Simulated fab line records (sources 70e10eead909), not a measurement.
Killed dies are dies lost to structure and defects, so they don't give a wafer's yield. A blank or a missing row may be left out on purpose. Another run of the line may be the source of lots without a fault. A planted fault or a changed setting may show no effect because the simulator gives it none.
Which of the tools did it? || flow nand-harc || 6 lots with 18 wafers sampled at 4 steps, on a route of 1302 steps

WHAT THE GAUGES SHOWED, per wafer
NHARC_A_BONDPAD_THK_MEAS_20: measures by xrf.
{"lot": "L845", "measured": "day 23 12:26", "on": "film-metro-02", "thk-nm (nm)": "168.5 171.6 167.7"}
{"lot": "L850", "measured": "day 25 07:56", "on": "film-metro-01", "thk-nm (nm)": "169.7 168.5 169.1"}
{"lot": "L853", "measured": "day 26 20:23", "on": "film-metro-01", "thk-nm (nm)": "170.5 171.7 169.5"}
{"lot": "L862", "measured": "day 29 22:35", "on": "film-metro-02", "thk-nm (nm)": "170.4 169.3 169.9"}
{"lot": "L864", "measured": "day 31 06:18", "on": "film-metro-01", "thk-nm (nm)": "170.6 166.3 166.8"}
{"lot": "L866", "measured": "day 31 22:11", "on": "film-metro-01", "thk-nm (nm)": "167.1 170.6 168.2"}

WHICH TOOL RAN EACH LOT (tool, then ch and the chambers of the sampled wafers, then the start)
{"lot": "L845", "NHARC_A_BONDPAD_CMP_29": "cmp-01 ch 1,3, day 23 09:07", "NHARC_A_BONDPAD_ETCH_34": "rie-diel-10 ch 0,3, day 23 10:08", "NHARC_A_BONDPAD_ETCH_12": "rie-diel-10 ch 0,1,3, day 23 10:15"}
{"lot": "L850", "NHARC_A_BONDPAD_CMP_29": "cmp-01 ch 2,3, day 25 04:38", "NHARC_A_BONDPAD_ETCH_34": "rie-diel-06 ch 0,2,3, day 25 05:37", "NHARC_A_BONDPAD_ETCH_12": "rie-diel-06 ch 0,2,3, day 25 05:43"}
{"lot": "L853", "NHARC_A_BONDPAD_CMP_29": "cmp-01 ch 0,1,2, day 26 17:08", "NHARC_A_BONDPAD_ETCH_34": "rie-diel-10 ch 0,2,3, day 26 18:08", "NHARC_A_BONDPAD_ETCH_12": "rie-diel-10 ch 0,1,2, day 26 18:14"}
{"lot": "L862", "NHARC_A_BONDPAD_CMP_29": "cmp-04 ch 2,3, day 29 19:08", "NHARC_A_BONDPAD_ETCH_34": "rie-diel-10 ch 0,1, day 29 20:14", "NHARC_A_BONDPAD_ETCH_12": "rie-diel-10 ch 0,2,3, day 29 20:22"}
{"lot": "L864", "NHARC_A_BONDPAD_CMP_29": "cmp-01 ch 2,3, day 31 02:56", "NHARC_A_BONDPAD_ETCH_34": "rie-diel-10 ch 1,2,3, day 31 04:02", "NHARC_A_BONDPAD_ETCH_12": "rie-diel-10 ch 1,3, day 31 04:08"}
{"lot": "L866", "NHARC_A_BONDPAD_CMP_29": "cmp-02 ch 0,2,3, day 31 18:55", "NHARC_A_BONDPAD_ETCH_34": "rie-diel-10 ch 1,2, day 31 19:54", "NHARC_A_BONDPAD_ETCH_12": "rie-diel-10 ch 0,1, day 31 20:00"}
- NHARC_A_BONDPAD_CMP_29: polishes SiCN, target thk 200 nm.
- NHARC_A_BONDPAD_ETCH_34: etches the open film in N2/H2, target depth 60 nm, overetch 18 nm, time 65.91 s.
- NHARC_A_BONDPAD_ETCH_12: etches the open film in CHF3/O2, target depth 220 nm, time 110 s.

THE ANSWER, worked out from the rows above alone
Rule: what is usual is taken from the lots themselves. The widest of any qualifying gaps counts: lots, ordered by their means at a reading, are off when they make up no more than a third of the lots, leave a main group of 4 or more, and stand apart from it by 3 or more times the standard deviation of that group's means. If all means in a main group match to the digits the tables above print for the reading, that group is not used. Also off: a lot with no number at a reading for which 4 or more lots have one. The other lots that the step has rows for count as sound.
Nothing can be told from this: no lot is off at any reading shown.

WHAT WAS PUT IN BY THE SIMULATOR
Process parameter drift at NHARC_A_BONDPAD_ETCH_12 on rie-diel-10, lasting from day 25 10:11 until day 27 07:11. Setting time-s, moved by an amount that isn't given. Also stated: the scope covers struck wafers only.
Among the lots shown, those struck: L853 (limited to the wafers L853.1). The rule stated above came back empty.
